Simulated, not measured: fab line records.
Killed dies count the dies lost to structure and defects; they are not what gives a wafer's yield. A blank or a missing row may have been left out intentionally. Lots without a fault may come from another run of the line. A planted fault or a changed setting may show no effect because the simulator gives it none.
fab line records    flow nandHarc
record: lots: 6  wafers: 18  lastDay: 34
route steps=1302 shown A_M0@1150
lots that met no fault: from a run of the same line without faults
startH: start of the lot's first displayed wafer, in hours after the record's first day    waitH: how many hours have passed since the lot's step before this one    " the same as in the row above    L1.1+2: one row covering several wafers at once    - no value present, or no start provided    * or withheld: withheld    < > ~ a bound
route shown NAME@n: names a module that has steps shown in the file, with the first one's number in the route    usual: the fault-free wafers' mean and standard deviation    same: alike in all rows    chamber/n: place in a boat    sites: the reading at each site    _std_site: their standard deviation    _edge_site: mean of outer sites minus mean of inner sites    radiusMm: for every site, how far away it sits from the centre of the wafer    mask NAME#n: copy n    behind: the tool/chamber that last shaped the wafer    hold: cause of the lot's hold/its duration in hours/its outcome    device: which transistor (n, p or np) failed to switch    end of line: the same wafers' tests at the end of the route    step lacking rows: just its recipe    killed: the dies lost at the first sort to structure and to defects; this is not the yield of the wafer    map: shows each die of a wafer: x if killed, . if not, _ if none is there
set.NAME: the setting that was run; set.NAME@STEP: the one run at that earlier step    model.NAME: the simulator's own value behind a step, which no gauge read
lots seen at some steps along the route; tables by step, rows by wafer
services: a tool's chamber out of use, with start hour (startH, from the record's first day; less than 0 if before it), hours out, and reason
== steps ==
step: NHARC_A_M0_DESCUM_14
recipe: timeS: 3  o2FlowSccm: 200  arFlowSccm: 0  biasPowerW: 0  chemistry: O2
step: NHARC_A_M0_ETCH_34
recipe: targetDepthA: 400  overetchA: 120  timeS: 43.94  ionEnergyEv: 200  n2FlowSccm: 150  h2FlowSccm: 150  arFlowSccm: 0  rfW: 400  biasW: 150  chemistry: N2/H2
step: NHARC_A_M0_ETCH_15
recipe: targetDepthA: 1500  overetchA: 150  timeS: 82.5  c4f8FlowSccm: withheld  arFlowSccm: 400  rfW: 600  biasW: 300  chemistry: C4F8/Ar
step: NHARC_A_M0_CD_MEAS_16
usual: cdNm: 79.8/0.64
lot.wafer  tool      chamber  startH  waitH  cdNm
L319.1     cdSem-01  -        529.83  -      80.0
L319.4     "         -        "       "      80.1
L319.6     "         -        "       "      80.0
L322.2     cdSem-01  -        563.38  -      80.3
L322.5     "         -        "       "      79.6
L322.6     "         -        "       "      79.4
L324.2     cdSem-02  -        564.92  -      80.0
L324.4     "         -        "       "      80.1
L324.6     "         -        "       "      79.5
L337.1     cdSem-03  -        703.10  -      78.8
L337.3     "         -        "       "      79.0
L337.4     "         -        "       "      79.5
L338.1     cdSem-03  -        722.98  -      79.2
L338.3     "         -        "       "      79.8
L338.5     "         -        "       "      79.7
L341.1     cdSem-02  -        751.49  -      79.4
L341.3     "         -        "       "      80.5
L341.5     "         -        "       "      79.8
step: NHARC_A_M0_STRIP_18
recipe: powerW: 1000  n2FlowSccm: 150  h2FlowSccm: 150  arFlowSccm: 0  biasW: 0  chemistry: N2/H2
usual: drypumpMotorCurrentA: 5.9/0.34  oesProductAu: 0.995/0.008  rfVppV: 90.5/0.94  showerheadPlenumPTorr: 2.00/0.083  throttleValvePct: 14.171/0.0087
lot.wafer  tool        chamber  startH  waitH  drypumpMotorCurrentA  oesProductAu  rfHoursCounterH  rfVppV  showerheadPlenumPTorr  throttleValvePct
L319.4     rieDiel-13  2        529.95  0.1    5.2                   0.997         0.4              89.7    1.90                   14.177
L319.1     "           3        "       "      6.2                   0.989         0.6              90.5    1.97                   14.178
L319.6     "           1        "       "      6.1                   0.990         -                90.2    2.05                   14.174
L322.2     rieDiel-04  3        563.45  0.1    5.7                   1.009         0.9              89.4    1.97                   14.164
L322.6     "           0        "       "      5.7                   0.996         -                90.8    2.04                   14.167
L322.5     "           2        "       "      6.4                   0.997         -                91.3    1.98                   14.168
L324.2     rieDiel-13  2        565.04  0.1    5.2                   0.987         2.7              89.9    1.90                   14.181
L324.4     "           3        "       "      6.2                   0.988         2.6              89.7    1.97                   14.171
L324.6     "           1        "       "      6.1                   0.998         -                91.2    2.05                   14.171
L337.1     rieDiel-04  2        703.18  0.1    6.3                   0.991         8.4              90.3    1.98                   14.183
L337.3     "           3        "       "      5.7                   1.005         7.0              89.9    1.97                   14.163
L337.4     "           0        "       "      5.8                   0.995         7.9              90.0    2.04                   14.172
L338.3     rieDiel-02  2        723.05  0.1    5.7                   0.992         8.5              89.1    2.00                   14.183
L338.1     "           1        "       "      6.0                   0.996         8.1              91.5    2.18                   14.170
L338.5     "           2        "       "      5.7                   1.002         -                92.0    2.00                   14.158
L341.3     rieDiel-13  3        751.57  0.1    6.2                   0.983         2.5              89.5    1.96                   14.174
L341.1     "           1        "       "      6.1                   0.987         2.1              91.1    2.05                   14.172
L341.5     "           0        "       "      6.0                   0.990         -                90.9    2.10                   14.184
step: NHARC_A_M0_STRIP_19
recipe: timeS: 600  tempC: 30  chemistry: postEtchResidueRemover
step: NHARC_A_M0_DEGAS_28
recipe: tempC: 250  timeS: 60
usual: heaterPowerW: 321/20
same: timeS: 60
lot.wafer  tool           chamber  startH  waitH  heaterPowerW
L319.4     pvdSputter-01  -        530.48  -      327
L319.1     "              -        "       "      303
L319.6     "              -        "       "      336
L322.2     pvdSputter-01  -        564.05  -      330
L322.5     "              -        "       "      336
L322.6     "              -        "       "      297
L324.2     pvdSputter-01  -        565.54  -      332
L324.4     "              -        "       "      321
L324.6     "              -        "       "      332
L337.3     pvdSputter-02  -        703.72  -      364
L337.4     "              -        "       "      317
L337.1     "              -        "       "      332
L338.1     pvdSputter-01  -        723.61  -      327
L338.3     "              -        "       "      327
L338.5     "              -        "       "      316
L341.3     pvdSputter-01  -        752.15  -      338
L341.1     "              -        "       "      320
L341.5     "              -        "       "      309
step: NHARC_A_M0_PRE_CLEAN_29
recipe: timeS: 30  tempC: 280  gas: H2/He
usual: heaterPowerW: 396/25
same: timeS: 30
lot.wafer  tool           chamber  startH  waitH  heaterPowerW
L319.4     pvdSputter-01  -        -       -      398
L319.1     "              -        "       "      402
L319.6     "              -        "       "      397
L322.2     pvdSputter-01  -        -       -      397
L322.5     "              -        "       "      405
L322.6     "              -        "       "      365
L324.4     pvdSputter-01  -        -       -      384
L324.2     "              -        "       "      416
L324.6     "              -        "       "      390
L337.4     pvdSputter-02  -        -       -      452
L337.1     "              -        "       "      401
L337.3     "              -        "       "      411
L338.1     pvdSputter-01  -        -       -      404
L338.3     "              -        "       "      383
L338.5     "              -        "       "      376
L341.3     pvdSputter-01  -        -       -      417
L341.1     "              -        "       "      373
L341.5     "              -        "       "      409
step: NHARC_A_M0_PVD_20
recipe: targetThkA: 50  biasV: 168.6  powerW: 15000  chamberPressurePa: 0.12  timeS: 8.06  substrateTempC: 50  material: TaN
usual: throttleValvePct: 30.3/0.98
same: timeS: 8.06
lot.wafer  tool           chamber  startH  waitH  throttleValvePct
L319.4     pvdSputter-01  -        -       -      30.4
L319.1     "              -        "       "      30.5
L319.6     "              -        "       "      30.5
L322.2     pvdSputter-01  -        -       -      30.5
L322.5     "              -        "       "      30.5
L322.6     "              -        "       "      32.4
L324.2     pvdSputter-01  -        -       -      30.5
L324.4     "              -        "       "      32.1
L324.6     "              -        "       "      30.3
L337.4     pvdSputter-02  -        -       -      30.1
L337.3     "              -        "       "      28.9
L337.1     "              -        "       "      30.1
L338.3     pvdSputter-01  -        -       -      30.4
L338.1     "              -        "       "      30.4
L338.5     "              -        "       "      30.4
L341.1     pvdSputter-01  -        -       -      31.5
L341.3     "              -        "       "      30.2
L341.5     "              -        "       "      31.9
step: NHARC_A_M0_PVD_21
recipe: targetThkA: 300  chamberPressurePa: 5  powerW: 5000  substrateTempC: 30  timeS: 20.49  material: Cu
usual: throttleValvePct: 30.3/1
same: timeS: 20.49
lot.wafer  tool           chamber  startH  waitH  throttleValvePct
L319.4     pvdSputter-01  -        -       -      30.4
L319.1     "              -        "       "      30.6
L319.6     "              -        "       "      30.2
L322.2     pvdSputter-01  -        -       -      30.3
L322.5     "              -        "       "      30.3
L322.6     "              -        "       "      32.3
L324.2     pvdSputter-01  -        -       -      30.4
L324.4     "              -        "       "      30.6
L324.6     "              -        "       "      30.8
L337.4     pvdSputter-02  -        -       -      30.4
L337.1     "              -        "       "      29.1
L337.3     "              -        "       "      30.1
L338.3     pvdSputter-01  -        -       -      30.9
L338.1     "              -        "       "      30.4
L338.5     "              -        "       "      31.7
L341.1     pvdSputter-01  -        -       -      30.2
L341.3     "              -        "       "      30.2
L341.5     "              -        "       "      30.4
step: NHARC_A_M0_ECD_22
recipe: targetThkA: 4000  bathTempC: 25  material: Cu
step: NHARC_A_M0_ANNEAL_30
recipe: tempC: 225  timeS: 90
step: NHARC_A_M0_CMP_23
recipe: tOverpolishS: 20  targetThkNm: 113.75
usual: edgeZonePressureFrac: 1.000/0.0049  motorCurrentA: 12.9/1  slurryFilterDpKPa: 13.51/0.16  timeToEndpointS: 28.9/2.3
lot.wafer  tool    chamber  startH  waitH  edgeZonePressureFrac  motorCurrentA  slurryFilterDpKPa  timeToEndpointS
L319.1     cmp-02  3        531.60  -      1.000                 11.9           13.54              29.3
L319.4     "       1        "       "      1.001                 12.2           13.45              27.8
L319.6     "       0        "       "      0.998                 11.6           13.62              31.6
L322.2     cmp-02  0        565.22  -      -                     -              -                  -
L322.5     "       1        "       "      -                     -              -                  -
L322.6     "       2        "       "      -                     -              -                  -
L324.4     cmp-04  1        566.65  -      -                     -              -                  -
L324.2     "       2        "       "      -                     -              -                  -
L324.6     "       1        "       "      -                     -              -                  -
L337.1     cmp-02  3        704.81  -      0.995                 12.0           13.45              29.0
L337.4     "       0        "       "      0.996                 11.5           13.43              31.0
L337.3     "       2        "       "      1.001                 12.8           13.41              31.9
L338.3     cmp-01  0        724.69  -      1.003                 15.7           13.68              28.4
L338.1     "       1        "       "      1.001                 11.8           13.47              25.5
L338.5     "       0        "       "      1.001                 15.4           13.66              30.5
L341.1     cmp-04  1        753.57  -      0.996                 13.5           13.56              24.1
L341.3     "       3        "       "      0.996                 13.4           13.49              26.0
L341.5     "       1        "       "      1.006                 13.7           13.52              26.6
step: NHARC_A_M0_THK_MEAS_24
recipe: thkMeasGauge: xrf
usual: thkNm: 113.5/1.3
lot.wafer  tool          chamber  startH  waitH  thkNm
L319.1     filmMetro-02  -        531.92  -      113.3
L319.4     "             -        "       "      115.6
L319.6     "             -        "       "      114.1
L322.2     filmMetro-02  -        565.45  0.2    394.4
L322.5     "             -        "       "      399.4
L322.6     "             -        "       "      396.7
L324.2     filmMetro-01  -        566.93  0.2    394.8
L324.4     "             -        "       "      396.8
L324.6     "             -        "       "      401.9
L337.1     filmMetro-02  -        705.12  -      112.9
L337.3     "             -        "       "      113.8
L337.4     "             -        "       "      113.8
L338.1     filmMetro-02  -        725.00  -      115.3
L338.3     "             -        "       "      112.1
L338.5     "             -        "       "      114.2
L341.1     filmMetro-02  -        753.85  -      113.6
L341.3     "             -        "       "      113.8
L341.5     "             -        "       "      111.1
step: NHARC_A_M0_SRD_25
== services ==
tool           chamber  startH  hours  kind
cmp-02         -        511.17  1.7    repair
cmp-04         -        518.18  4.0    pm
rieDiel-13     -        519.00  9.0    pm
cmp-02         -        520.25  0.9    repair
cmp-02         -        526.50  4.0    pm
rieDiel-04     -        531.90  9.0    pm
pvdSputter-01  -        532.59  4.6    repair
rieDiel-04     -        544.95  0.2    repair
rieDiel-04     1        563.40  1.3    repair
rieDiel-13     0        565.66  13.5   repair
pvdSputter-01  -        582.00  10.0   pm
cmp-02         -        583.45  1.9    repair
rieDiel-04     3        589.44  3.6    repair
rieDiel-13     3        599.73  4.2    repair
cmp-04         -        616.18  4.0    pm
pvdSputter-02  -        622.18  5.3    repair
cmp-02         -        624.50  4.0    pm
pvdSputter-02  -        638.96  10.0   pm
rieDiel-13     -        696.00  9.0    pm
pvdSputter-02  -        716.03  7.7    repair
cmp-02         -        722.50  4.0    pm
pvdSputter-02  -        728.91  9.7    repair
rieDiel-13     0        742.99  8.4    repair
pvdSputter-02  -        745.78  5.2    repair
== key ==
firstSign: step: NHARC_A_M0_CMP_23  reading: toolRecord  direction: missing
effect: step: NHARC_A_M0_THK_MEAS_24  reading: thkNm  direction: up  sigmas: 99+  usual: 113.5  struck: 397.3
metAt NHARC_A_M0_CMP_23
struckWafers L322.2,L322.5,L322.6,L324.2,L324.4,L324.6
laterRowsLeftOut L322.2,L322.5,L322.6,L324.2,L324.4,L324.6
sortLeftOut L322.2,L322.5,L322.6,L324.2,L324.4,L324.6
onsetBetween 531.60 565.22
fault: kind: skippedStepWhole  tool: cmp-02,cmp-04  chamber: -  onsetH: 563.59  steps: NHARC_A_M0_CMP_23  scope: struckLotsOnly
sortLeftOut: the simulated sort isn't trusted on such a fault, so these wafers' sort isn't shown, and their yield isn't known
laterRowsLeftOut: the simulator's readings of these wafers behind a module that went badly wrong aren't trusted and aren't shown, but for the sort
